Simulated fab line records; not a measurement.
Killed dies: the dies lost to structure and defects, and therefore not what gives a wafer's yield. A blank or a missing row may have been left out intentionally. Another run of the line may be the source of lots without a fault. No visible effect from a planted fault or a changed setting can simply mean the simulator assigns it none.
fab line records	flow n5_finfet
record lots=24	wafers=72	last_day=19
route steps=1938 shown BEOL_M10@1492 BEOL_M11@1557
lots that met no fault: from a run of the same line without faults
start_h: hours from the record's opening day to when the first of the lot's shown wafers began	wait_h: how many hours have passed since the lot's step before this one	" unchanged from the row above	L1.1+2: several wafers, shown together as one row	- no value, or no start given	* or withheld: withheld	< > ~ a bound
route shown NAME@n: names a module that has steps shown in the file, with the first one's number in the route	usual: average and standard deviation across the fault-free wafers	same: alike in all rows	chamber/n: place in a boat	sites: readings site by site	_std_site: how widely they spread, as a standard deviation	_edge_site: outer sites' mean less inner sites'	radius_mm: for every site, how far away it sits from the centre of the wafer	mask NAME#n: copy n	behind: the tool/chamber that last shaped the wafer	hold: cause of the lot's hold/its duration in hours/its outcome	device: names the non-switching transistor (n, p or np)	end of line: the tests these same wafers got at the end of their route	a step with no rows: only its recipe	killed: dies lost to structure and defects at the first sort, not the wafer's yield	map: the dies of a wafer, with x for killed, . for not killed, _ for no die there
set.NAME: the setting the step ran with; set.NAME@STEP: the setting that earlier step ran with	model.NAME: the simulator's own value behind a step, which no gauge read
the route's steps for a sample of lots (tables are steps, rows are wafers)
services: from which hour (start_h, from the record's first day; less than 0 if before it) a tool's chamber was out of use, for how many hours, and why
## steps
# step N5_BEOL_M10_STRIP_19
# recipe chemistry=O2	power_w=400	temp_c=40	pressure_mtorr=30	rf_frequency_hz=6e+07	bias_power_w=0	overash_fraction=0.2	o2_flow_sccm=225
# usual drypump_motor_current_A=5.5/0.35	oes_product_au=0.76/0.08	rf_vpp_V=3.6/0.59	showerhead_plenum_p_Torr=2.08/0.068	throttle_valve_pct=16.84/0.24
lot.wafer	tool	chamber	start_h	wait_h	drypump_motor_current_A	oes_product_au	rf_hours_counter_h	rf_vpp_V	showerhead_plenum_p_Torr	throttle_valve_pct
L074.1	rie_diel-02	1	218.55	0.3	5.2	0.76	157	3.3	2.11	16.77
L074.3	"	3	"	"	5.1	0.73	195	4.4	2.18	17.19
L074.5	"	3	"	"	5.1	0.74	-	4.4	2.18	17.19
L076.1	rie_diel-01	3	234.21	0.2	5.7	0.72	205	4.7	2.07	16.90
L076.4	"	2	"	"	5.7	0.78	117	3.0	2.11	16.85
L076.6	"	2	"	"	5.6	0.78	-	4.1	2.11	16.84
L077.1	rie_diel-02	1	235.86	0.1	5.3	0.75	163	2.4	2.11	16.79
L077.4	"	0	"	"	6.2	0.76	176	3.7	2.00	16.61
L077.6	"	2	"	"	5.3	0.69	-	4.6	1.99	17.21
L075.2	rie_diel-01	2	248.53	0.1	5.7	0.78	122	4.5	2.11	16.85
L075.4	"	1	"	"	5.7	0.87	51	4.3	2.12	16.55
L075.6	"	0	"	"	5.7	0.81	-	3.8	2.11	16.77
L078.2	rie_diel-01	0	252.41	0.2	5.7	0.81	96	4.0	2.11	16.76
L078.4	"	3	"	"	5.7	0.73	210	3.9	2.07	16.91
L078.6	"	2	"	"	5.6	0.78	-	3.0	2.11	16.87
L080.1	rie_diel-02	1	275.85	0.2	5.2	0.74	176	3.5	2.10	16.78
L080.3	"	3	"	"	5.1	0.72	214	3.1	2.18	17.20
L080.5	"	1	"	"	5.2	0.74	-	2.6	2.10	16.81
L082.1	rie_diel-02	0	279.68	0.1	6.1	0.75	189	3.5	2.00	16.65
L082.4	"	1	"	"	5.2	0.74	176	4.1	2.10	16.80
L082.5	"	0	"	"	6.1	0.74	-	4.1	2.00	16.63
L079.2	rie_diel-06	0	279.97	0.1	5.2	0.69	244	3.3	2.17	17.23
L079.3	"	1	"	"	5.2	0.92	32	4.3	2.03	16.41
L079.5	"	1	"	"	5.2	0.91	-	3.7	2.03	16.42
L081.1	rie_diel-01	3	282.26	0.1	5.7	0.71	221	3.3	2.06	16.91
L081.2	"	0	"	"	5.7	0.80	106	4.0	2.11	16.77
L081.6	"	1	"	"	5.7	0.86	-	3.5	2.11	16.56
L083.2	rie_diel-02	1	284.81	0.2	5.2	0.74	178	4.6	2.10	16.79
L083.4	"	2	"	"	5.3	0.68	233	4.0	1.98	17.22
L083.6	"	3	"	"	5.1	0.72	-	2.7	2.18	17.22
L085.2	rie_diel-02	1	303.11	0.1	5.2	0.73	185	3.6	2.10	16.80
L085.5	"	0	"	"	6.2	0.74	-	3.9	1.99	16.66
L085.6	"	1	"	"	5.2	0.74	-	4.3	2.10	16.82
L084.2	rie_diel-01	1	306.45	0.1	5.7	0.85	72	3.6	2.11	16.58
L084.5	"	2	"	"	5.7	0.75	-	4.2	2.10	16.91
L084.6	"	3	"	"	5.7	0.71	-	4.2	2.06	16.92
L088.2	rie_diel-02	0	311.40	0.1	6.1	0.73	201	2.9	1.99	16.66
L088.3	"	2	"	"	5.3	0.67	243	3.9	1.98	17.22
L088.4	"	1	"	"	5.2	0.72	188	3.0	2.10	16.81
L087.2	rie_diel-06	0	312.58	0.1	5.2	0.67	256	3.2	2.17	17.24
L087.3	"	3	"	"	5.9	0.72	218	4.2	1.98	16.80
L087.6	"	3	"	"	5.9	0.72	-	2.8	1.98	16.84
L089.1	rie_diel-01	2	316.36	0.1	5.6	0.76	144	3.7	2.10	16.92
L089.4	"	3	"	"	5.7	0.71	232	3.4	2.06	16.93
L089.6	"	2	"	"	5.6	0.76	-	4.3	2.10	16.90
L086.1	rie_diel-01	0	316.82	0.1	5.8	0.78	120	3.7	2.10	16.81
L086.3	"	1	"	"	5.7	0.83	75	3.3	2.11	16.58
L086.5	"	2	"	"	5.7	0.76	-	4.3	2.10	16.89
L090.3	rie_diel-02	0	324.96	0.1	6.1	0.72	206	2.8	1.99	16.68
L090.4	"	2	"	"	5.3	0.68	244	3.2	1.98	17.24
L090.6	"	0	"	"	6.2	0.73	-	3.7	1.99	16.68
L091.2	rie_diel-06	1	329.46	0.2	5.2	0.88	49	3.9	2.03	16.44
L091.5	"	2	"	"	5.2	0.67	-	3.6	2.13	16.81
L091.6	"	1	"	"	5.2	0.88	-	2.9	2.03	16.45
L092.3	rie_diel-06	1	340.31	0.2	5.2	0.88	54	3.1	2.03	16.44
L092.5	"	2	"	"	5.2	0.66	-	4.0	2.13	16.85
L092.6	"	3	"	"	5.9	0.71	-	3.8	1.98	16.84
L093.2	rie_diel-01	2	354.87	0.1	5.7	0.75	158	3.9	2.10	16.92
L093.3	"	1	"	"	5.7	0.82	88	3.1	2.10	16.63
L093.4	"	3	"	"	5.7	0.71	245	3.0	2.05	16.98
L095.2	rie_diel-02	3	367.94	0.1	5.1	0.69	249	3.2	2.17	17.29
L095.5	"	3	"	"	5.1	0.69	-	4.7	2.17	17.30
L095.6	"	0	"	"	6.1	0.72	-	3.8	1.99	16.72
L094.3	rie_diel-02	1	370.20	0.2	5.2	0.71	213	3.3	2.09	16.88
L094.5	"	0	"	"	6.1	0.71	-	4.0	1.99	16.73
L094.6	"	2	"	"	5.3	0.98	-	3.6	2.24	16.82
L096.1	rie_diel-06	1	371.50	0.1	5.2	0.84	70	3.1	2.02	16.49
L096.2	"	0	"	"	5.2	0.97	2	3.3	2.16	16.73
L096.5	"	3	"	"	5.9	0.70	-	3.5	1.97	16.87
L097.3	rie_diel-06	2	392.20	0.1	5.1	1.00	0	4.1	2.13	16.35
L097.4	"	1	"	"	5.2	0.85	-	4.0	2.02	16.49
L097.5	"	2	"	"	5.1	0.98	-	3.1	2.13	16.38
# step N5_BEOL_M10_OCD_MEAS_38
# usual trench_depth_nm=147.5/2.9
lot.wafer	tool	chamber	start_h	wait_h	trench_depth_nm
L074.1	ocd-02	-	219.81	-	147.2
L074.3	"	-	"	"	145.4
L074.5	"	-	"	"	144.2
L077.1	ocd-02	-	238.83	-	147.9
L077.4	"	-	"	"	146.6
L077.6	"	-	"	"	148.3
L076.1	ocd-02	-	239.36	-	143.6
L076.4	"	-	"	"	145.5
L076.6	"	-	"	"	151.6
L075.2	ocd-02	-	250.34	-	146.6
L075.4	"	-	"	"	149.3
L075.6	"	-	"	"	147.9
L078.2	ocd-02	-	254.40	-	141.8
L078.4	"	-	"	"	145.9
L078.6	"	-	"	"	146.0
L080.1	ocd-02	-	279.09	-	148.6
L080.3	"	-	"	"	148.9
L080.5	"	-	"	"	145.8
L082.1	ocd-01	-	280.62	-	147.2
L082.4	"	-	"	"	151.9
L082.5	"	-	"	"	151.2
L079.2	ocd-01	-	281.20	-	145.9
L079.3	"	-	"	"	144.4
L079.5	"	-	"	"	145.4
L081.1	ocd-02	-	283.56	-	150.1
L081.2	"	-	"	"	148.8
L081.6	"	-	"	"	147.8
L083.2	ocd-01	-	286.44	-	152.7
L083.4	"	-	"	"	145.1
L083.6	"	-	"	"	147.0
L085.2	ocd-02	-	308.35	-	142.8
L085.5	"	-	"	"	141.5
L085.6	"	-	"	"	144.7
L084.2	ocd-01	-	309.04	-	142.8
L084.5	"	-	"	"	148.5
L084.6	"	-	"	"	143.2
L087.2	ocd-01	-	315.56	-	144.9
L087.3	"	-	"	"	141.3
L087.6	"	-	"	"	142.0
L088.2	ocd-01	-	315.97	-	144.9
L088.3	"	-	"	"	144.3
L088.4	"	-	"	"	146.6
L089.1	ocd-01	-	319.18	-	146.8
L089.4	"	-	"	"	148.1
L089.6	"	-	"	"	145.8
L086.1	ocd-01	-	319.34	-	144.2
L086.3	"	-	"	"	147.7
L086.5	"	-	"	"	150.6
L090.3	ocd-01	-	326.03	-	147.5
L090.4	"	-	"	"	147.9
L090.6	"	-	"	"	146.2
L091.2	ocd-02	-	333.70	-	149.0
L091.5	"	-	"	"	147.1
L091.6	"	-	"	"	151.2
L092.3	ocd-01	-	342.10	-	145.6
L092.5	"	-	"	"	146.5
L092.6	"	-	"	"	144.4
L093.2	ocd-01	-	358.03	-	153.3
L093.3	"	-	"	"	149.2
L093.4	"	-	"	"	145.7
L095.2	ocd-01	-	370.53	-	145.3
L095.5	"	-	"	"	148.2
L095.6	"	-	"	"	149.2
L094.3	ocd-01	-	372.04	-	145.7
L094.5	"	-	"	"	146.1
L094.6	"	-	"	"	154.4
L096.1	ocd-01	-	374.69	-	146.1
L096.2	"	-	"	"	150.8
L096.5	"	-	"	"	151.1
L097.3	ocd-02	-	394.41	-	150.2
L097.4	"	-	"	"	147.8
L097.5	"	-	"	"	152.2
# step N5_BEOL_M10_PRE_CLEAN_45
# recipe gas=H2/He	time_s=30	temp_c=250
# usual heater_power_w=326/35
lot.wafer	tool	chamber	start_h	wait_h	heater_power_w
L074.1	pvd_sputter-02	-	220.73	0.0	289
L074.3	"	-	"	"	308
L074.5	"	-	"	"	296
L077.1	pvd_sputter-02	-	239.68	0.0	327
L077.4	"	-	"	"	296
L077.6	"	-	"	"	296
L076.1	pvd_sputter-02	-	240.00	0.0	300
L076.4	"	-	"	"	329
L076.6	"	-	"	"	407
L075.2	pvd_sputter-03	-	251.09	0.0	324
L075.4	"	-	"	"	324
L075.6	"	-	"	"	288
L078.2	pvd_sputter-03	-	257.25	0.0	296
L078.4	"	-	"	"	324
L078.6	"	-	"	"	322
L080.1	pvd_sputter-02	-	279.95	0.0	289
L080.3	"	-	"	"	326
L080.5	"	-	"	"	306
L082.1	pvd_sputter-03	-	283.37	0.0	290
L082.4	"	-	"	"	307
L082.5	"	-	"	"	300
L079.2	pvd_sputter-01	-	283.58	0.0	312
L079.3	"	-	"	"	380
L079.5	"	-	"	"	378
L081.1	pvd_sputter-03	-	284.19	0.0	286
L081.2	"	-	"	"	316
L081.6	"	-	"	"	297
L083.2	pvd_sputter-01	-	287.42	0.0	332
L083.4	"	-	"	"	320
L083.6	"	-	"	"	317
L085.2	pvd_sputter-01	-	309.13	0.0	380
L085.5	"	-	"	"	316
L085.6	"	-	"	"	377
L084.2	pvd_sputter-02	-	309.74	0.0	305
L084.5	"	-	"	"	383
L084.6	"	-	"	"	331
L087.2	pvd_sputter-01	-	316.37	0.0	372
L087.3	"	-	"	"	376
L087.6	"	-	"	"	377
L088.2	pvd_sputter-03	-	316.56	0.0	315
L088.3	"	-	"	"	294
L088.4	"	-	"	"	315
L089.1	pvd_sputter-01	-	319.95	0.0	374
L089.4	"	-	"	"	320
L089.6	"	-	"	"	333
L086.1	pvd_sputter-02	-	320.00	0.0	392
L086.3	"	-	"	"	305
L086.5	"	-	"	"	398
L090.3	pvd_sputter-03	-	326.74	0.0	290
L090.4	"	-	"	"	294
L090.6	"	-	"	"	299
L091.2	pvd_sputter-02	-	334.42	0.0	323
L091.5	"	-	"	"	331
L091.6	"	-	"	"	297
L092.3	pvd_sputter-03	-	343.81	0.0	320
L092.5	"	-	"	"	315
L092.6	"	-	"	"	316
L093.2	pvd_sputter-02	-	358.82	0.0	293
L093.3	"	-	"	"	327
L093.4	"	-	"	"	300
L095.2	pvd_sputter-03	-	371.08	0.0	314
L095.5	"	-	"	"	288
L095.6	"	-	"	"	321
L094.3	pvd_sputter-02	-	373.91	0.0	398
L094.5	"	-	"	"	385
L094.6	"	-	"	"	299
L096.1	pvd_sputter-02	-	376.47	0.0	303
L096.2	"	-	"	"	327
L096.5	"	-	"	"	391
L097.3	pvd_sputter-03	-	395.04	0.0	299
L097.4	"	-	"	"	316
L097.5	"	-	"	"	303
# step N5_BEOL_M11_HM_OPEN_17
# recipe chemistry=Cl2/BCl3	target_depth_a=200	overetch_a=60	target=TiN	mask_material=SOC	ion_energy_ev=150	pressure_mtorr=10	icp_w=1000	bias_w=126	Cl2_flow_sccm=53.25	bcl3_flow_sccm=21.75	Ar_flow_sccm=25
# usual bcl3_flow_sccm=21.73/0.066	drypump_motor_current_A=5.5/0.61	oes_product_au=0.62/0.07	throttle_valve_pct=22.01/0.18
lot.wafer	tool	chamber	start_h	wait_h	bcl3_flow_sccm	drypump_motor_current_A	oes_product_au	rf_hours_counter_h	throttle_valve_pct
L074.1	rie_metal-03	0	224.45	0.0	21.69	4.9	0.61	78	21.87
L074.3	"	0	"	"	21.72	4.9	0.60	-	21.86
L074.5	"	0	"	"	21.62	4.9	0.60	-	21.85
L077.1	rie_metal-02	1	244.80	0.0	21.82	6.3	0.70	38	21.80
L077.4	"	1	"	"	21.91	6.3	0.69	-	21.82
L077.6	"	0	"	"	21.73	6.4	0.60	-	22.28
L076.1	rie_metal-03	0	244.92	0.0	21.68	4.9	0.60	80	21.89
L076.4	"	0	"	"	21.72	5.0	0.60	-	21.89
L076.6	"	0	"	"	21.67	5.0	0.60	-	21.89
L075.2	rie_metal-03	0	255.58	0.1	21.72	4.9	0.59	-	21.90
L075.4	"	0	"	"	21.73	4.9	0.60	-	21.90
L075.6	"	0	"	"	21.76	5.0	0.59	-	21.88
L078.2	rie_metal-02	1	264.30	0.1	21.74	6.3	0.70	-	21.81
L078.4	"	1	"	"	21.77	6.3	0.68	-	21.83
L078.6	"	1	"	"	21.76	6.3	0.69	-	21.83
L080.1	rie_metal-02	0	284.55	0.0	21.82	6.4	0.58	76	22.30
L080.3	"	1	"	"	21.73	6.3	0.68	-	21.84
L080.5	"	1	"	"	21.84	6.3	0.67	-	21.84
L082.1	rie_metal-03	0	287.96	0.0	21.63	5.0	0.60	86	21.89
L082.4	"	0	"	"	21.68	5.0	0.58	-	21.89
L082.5	"	1	"	"	21.76	5.2	0.55	-	22.08
L079.2	rie_metal-03	0	288.12	0.0	21.73	5.0	0.59	86	21.89
L079.3	"	0	"	"	21.79	5.0	0.60	-	21.87
L079.5	"	0	"	"	21.78	5.0	0.59	-	21.90
L081.1	rie_metal-03	0	288.29	0.0	21.67	4.9	0.58	86	21.91
L081.2	"	1	"	"	21.76	5.2	0.54	106	22.10
L081.6	"	1	"	"	21.76	5.2	0.55	-	22.11
L083.2	rie_metal-03	1	294.02	0.0	21.87	5.2	0.55	107	22.09
L083.4	"	1	"	"	21.86	5.2	0.55	-	22.08
L083.6	"	1	"	"	21.84	5.2	0.55	-	22.08
L085.2	rie_metal-01	1	315.08	0.0	21.67	5.6	0.71	20	22.38
L085.5	"	1	"	"	21.79	5.5	0.71	-	22.37
L085.6	"	0	"	"	21.66	6.2	0.62	-	22.13
L084.2	rie_metal-01	0	316.34	0.1	21.81	6.2	0.63	-	22.13
L084.5	"	0	"	"	21.71	6.2	0.63	-	22.12
L084.6	"	0	"	"	21.79	6.2	0.64	-	22.11
L087.2	rie_metal-03	0	320.49	0.0	21.68	5.0	0.58	88	21.89
L087.3	"	0	"	"	21.74	4.9	0.59	-	21.88
L087.6	"	0	"	"	21.70	4.9	0.59	-	21.88
L088.2	rie_metal-03	0	320.74	0.0	21.68	5.0	0.59	88	21.89
L088.3	"	1	"	"	21.65	5.2	0.55	-	22.08
L088.4	"	0	"	"	21.72	5.0	0.58	-	21.90
L086.1	rie_metal-01	1	326.00	0.2	21.71	5.6	0.71	21	22.35
L086.3	"	0	"	"	21.69	6.2	0.63	-	22.13
L086.5	"	1	"	"	21.71	5.6	0.72	-	22.39
L089.1	rie_metal-02	0	326.07	0.0	21.75	6.4	0.59	80	22.28
L089.4	"	1	"	"	21.74	6.3	0.67	-	21.83
L089.6	"	0	"	"	21.75	6.4	0.58	-	22.30
L090.3	rie_metal-02	0	331.43	0.1	21.68	6.5	0.58	-	22.31
L090.4	"	1	"	"	21.60	6.3	0.67	-	21.83
L090.6	"	1	"	"	21.77	6.3	0.67	-	21.84
L091.2	rie_metal-02	1	340.14	0.0	21.71	6.3	0.66	48	21.84
L091.5	"	0	"	"	21.78	6.4	0.58	-	22.30
L091.6	"	1	"	"	21.75	6.3	0.67	-	21.84
L092.3	rie_metal-03	0	348.43	0.1	21.72	4.9	0.58	-	21.90
L092.5	"	0	"	"	21.75	4.9	0.59	-	21.91
L092.6	"	0	"	"	21.69	5.0	0.58	-	21.89
L093.2	rie_metal-03	0	363.32	0.0	21.73	4.9	0.57	93	21.91
L093.3	"	1	"	"	21.59	5.2	0.81	-	21.87
L093.4	"	0	"	"	21.71	5.0	0.58	-	21.90
L095.2	rie_metal-03	1	375.52	0.0	21.79	5.2	0.79	3	21.88
L095.5	"	1	"	"	21.75	5.2	0.79	-	21.87
L095.6	"	0	"	"	21.83	5.0	0.56	-	21.93
L094.3	rie_metal-03	0	377.77	0.1	21.77	4.9	0.58	-	21.91
L094.5	"	0	"	"	21.68	5.0	0.57	-	21.90
L094.6	"	1	"	"	21.74	5.2	0.81	-	21.83
L096.1	rie_metal-03	1	382.95	0.0	21.63	5.2	0.78	4	21.88
L096.2	"	0	"	"	21.71	5.0	0.58	95	21.93
L096.5	"	1	"	"	21.83	5.2	0.79	-	21.86
L097.3	rie_metal-01	1	399.49	0.1	21.71	5.6	0.70	-	22.37
L097.4	"	0	"	"	21.71	6.2	0.62	-	22.13
L097.5	"	0	"	"	21.72	6.2	0.61	-	22.13
# step N5_BEOL_M11_CURE_72
# recipe temp_c=370	time_s=120	ambient=DMADMS/He	material=SiCOH_lowk
# usual lamp_power_pct=52.31/0.06	wafer_temp_C_max=371.6/0.52
lot.wafer	tool	chamber	start_h	wait_h	lamp_power_pct	wafer_temp_C_max
L074.1	uv_cure-03	1	226.81	0.0	52.39	371.8
L074.3	"	1	"	"	52.35	371.4
L074.5	"	1	"	"	52.31	371.6
L076.1	uv_cure-01	0	247.75	0.0	52.27	372.1
L076.4	"	0	"	"	52.38	371.4
L076.6	"	0	"	"	52.24	371.4
L077.1	uv_cure-02	0	247.93	0.0	52.32	371.7
L077.4	"	0	"	"	52.29	371.3
L077.6	"	0	"	"	52.45	372.2
L075.2	uv_cure-01	2	257.77	0.1	52.39	371.6
L075.4	"	2	"	"	52.31	371.8
L075.6	"	2	"	"	52.26	372.4
L078.2	uv_cure-03	2	265.92	0.1	52.27	371.2
L078.4	"	2	"	"	52.38	371.1
L078.6	"	2	"	"	52.31	371.2
L080.1	uv_cure-03	0	286.73	0.4	52.32	371.7
L080.3	"	0	"	"	52.35	371.6
L080.5	"	0	"	"	52.32	371.8
L082.1	uv_cure-03	2	293.23	0.0	52.21	371.3
L082.4	"	2	"	"	52.37	371.2
L082.5	"	2	"	"	52.26	370.6
L079.2	uv_cure-01	1	294.35	0.7	52.23	370.5
L079.3	"	1	"	"	52.29	370.6
L079.5	"	1	"	"	52.31	370.9
L081.1	uv_cure-03	2	294.73	0.9	52.25	371.0
L081.2	"	2	"	"	52.38	371.0
L081.6	"	2	"	"	52.35	370.8
L083.2	uv_cure-02	2	295.63	0.1	52.29	371.5
L083.4	"	2	"	"	52.33	371.0
L083.6	"	2	"	"	52.31	371.3
L085.2	uv_cure-01	2	316.79	0.1	52.29	372.0
L085.5	"	2	"	"	52.24	371.6
L085.6	"	2	"	"	52.23	371.9
L084.2	uv_cure-02	0	319.38	0.1	52.34	372.3
L084.5	"	0	"	"	52.38	371.6
L084.6	"	0	"	"	52.33	372.1
L087.2	uv_cure-03	0	323.94	0.1	52.25	371.9
L087.3	"	0	"	"	52.38	372.4
L087.6	"	0	"	"	52.26	371.5
L088.2	uv_cure-01	2	324.12	0.1	52.24	372.3
L088.3	"	2	"	"	52.19	372.1
L088.4	"	2	"	"	52.29	371.7
L086.1	uv_cure-01	1	327.48	0.0	52.39	371.0
L086.3	"	1	"	"	52.35	370.7
L086.5	"	1	"	"	52.34	370.9
L089.1	uv_cure-03	2	327.59	0.0	52.38	371.0
L089.4	"	2	"	"	52.32	371.0
L089.6	"	2	"	"	52.31	370.7
L090.3	uv_cure-02	0	333.63	0.1	52.31	372.6
L090.4	"	0	"	"	52.28	371.9
L090.6	"	0	"	"	52.39	372.2
L091.2	uv_cure-03	2	342.12	0.1	52.20	371.3
L091.5	"	2	"	"	52.32	371.3
L091.6	"	2	"	"	52.31	371.5
L092.3	uv_cure-02	0	350.00	0.1	52.27	372.0
L092.5	"	0	"	"	52.36	372.2
L092.6	"	0	"	"	52.39	371.9
L093.2	uv_cure-03	1	365.23	0.1	52.45	371.6
L093.3	"	1	"	"	52.29	371.9
L093.4	"	1	"	"	52.26	371.9
L095.2	uv_cure-01	0	377.49	0.1	52.44	371.0
L095.5	"	0	"	"	52.34	371.4
L095.6	"	0	"	"	52.24	371.2
L094.3	uv_cure-03	1	382.38	0.1	52.36	371.8
L094.5	"	1	"	"	52.29	371.8
L094.6	"	1	"	"	52.39	371.6
L096.1	uv_cure-01	2	386.01	0.2	52.36	371.8
L096.2	"	2	"	"	52.27	371.7
L096.5	"	2	"	"	52.27	371.9
L097.3	uv_cure-03	1	402.38	0.1	52.24	372.3
L097.4	"	1	"	"	52.19	371.6
L097.5	"	1	"	"	52.32	372.1
# step N5_BEOL_M11_PRE_CLEAN_45
# recipe gas=H2/He	time_s=30	temp_c=250
# usual heater_power_w=328/34
lot.wafer	tool	chamber	start_h	wait_h	heater_power_w
L074.1	pvd_sputter-02	-	227.17	0.0	397
L074.3	"	-	"	"	297
L074.5	"	-	"	"	297
L076.1	pvd_sputter-01	-	248.15	0.0	382
L076.4	"	-	"	"	325
L076.6	"	-	"	"	322
L077.1	pvd_sputter-03	-	248.31	0.0	296
L077.4	"	-	"	"	319
L077.6	"	-	"	"	290
L075.2	pvd_sputter-03	-	258.19	0.0	317
L075.4	"	-	"	"	297
L075.6	"	-	"	"	294
L078.2	pvd_sputter-02	-	267.91	0.0	314
L078.4	"	-	"	"	405
L078.6	"	-	"	"	302
L080.1	pvd_sputter-03	-	287.17	0.0	286
L080.3	"	-	"	"	295
L080.5	"	-	"	"	320
L082.1	pvd_sputter-01	-	293.89	0.0	317
L082.4	"	-	"	"	335
L082.5	"	-	"	"	336
L079.2	pvd_sputter-01	-	294.91	0.0	330
L079.3	"	-	"	"	379
L079.5	"	-	"	"	380
L081.1	pvd_sputter-02	-	295.09	0.0	288
L081.2	"	-	"	"	328
L081.6	"	-	"	"	306
L083.2	pvd_sputter-02	-	297.23	0.0	330
L083.4	"	-	"	"	386
L083.6	"	-	"	"	386
L085.2	pvd_sputter-03	-	317.12	0.0	331
L085.5	"	-	"	"	314
L085.6	"	-	"	"	318
L084.2	pvd_sputter-02	-	319.92	0.0	332
L084.5	"	-	"	"	324
L084.6	"	-	"	"	286
L087.2	pvd_sputter-02	-	324.54	0.0	296
L087.3	"	-	"	"	329
L087.6	"	-	"	"	331
L088.2	pvd_sputter-01	-	324.67	0.0	325
L088.3	"	-	"	"	385
L088.4	"	-	"	"	379
L086.1	pvd_sputter-02	-	327.96	0.0	315
L086.3	"	-	"	"	287
L086.5	"	-	"	"	392
L089.1	pvd_sputter-02	-	328.30	0.0	306
L089.4	"	-	"	"	323
L089.6	"	-	"	"	328
L090.3	pvd_sputter-03	-	333.91	0.0	296
L090.4	"	-	"	"	324
L090.6	"	-	"	"	303
L091.2	pvd_sputter-02	-	342.79	0.0	394
L091.5	"	-	"	"	393
L091.6	"	-	"	"	329
L092.3	pvd_sputter-03	-	350.41	0.0	320
L092.5	"	-	"	"	312
L092.6	"	-	"	"	312
L093.2	pvd_sputter-03	-	365.70	0.0	319
L093.3	"	-	"	"	319
L093.4	"	-	"	"	286
L095.2	pvd_sputter-01	-	381.96	0.0	327
L095.5	"	-	"	"	331
L095.6	"	-	"	"	313
L094.3	pvd_sputter-03	-	382.71	0.0	290
L094.5	"	-	"	"	321
L094.6	"	-	"	"	319
L096.1	pvd_sputter-01	-	387.69	0.0	322
L096.2	"	-	"	"	370
L096.5	"	-	"	"	381
L097.3	pvd_sputter-01	-	403.01	0.0	384
L097.4	"	-	"	"	330
L097.5	"	-	"	"	373
## services
tool	chamber	start_h	hours	kind
rie_metal-03	-	206.56	0.5	repair
uv_cure-02	-	219.29	5.2	repair
uv_cure-03	-	219.56	0.6	repair
uv_cure-01	-	228.44	7.5	pm
uv_cure-02	-	228.80	7.5	pm
rie_diel-06	2	229.79	1.7	repair
rie_metal-03	1	238.12	25.3	repair
rie_metal-01	1	248.75	2.4	repair
uv_cure-03	-	257.37	1.0	pm
rie_metal-02	0	263.05	10.3	repair
uv_cure-01	-	263.48	1.6	repair
rie_metal-02	-	267.25	1.4	pm
uv_cure-02	-	277.83	1.0	pm
uv_cure-03	-	302.85	2.1	pm
uv_cure-03	-	305.90	7.5	pm
rie_diel-02	2	312.22	9.2	repair
rie_diel-06	0	324.90	17.4	repair
rie_diel-06	3	332.84	3.2	repair
uv_cure-03	-	334.19	3.4	pm
rie_diel-02	1	370.46	5.3	repair
uv_cure-02	-	382.09	2.1	pm
rie_diel-02	1	395.15	19.8	repair
rie_metal-02	0	398.96	6.8	repair
rie_diel-01	0	400.75	3.4	repair
## key
fault none
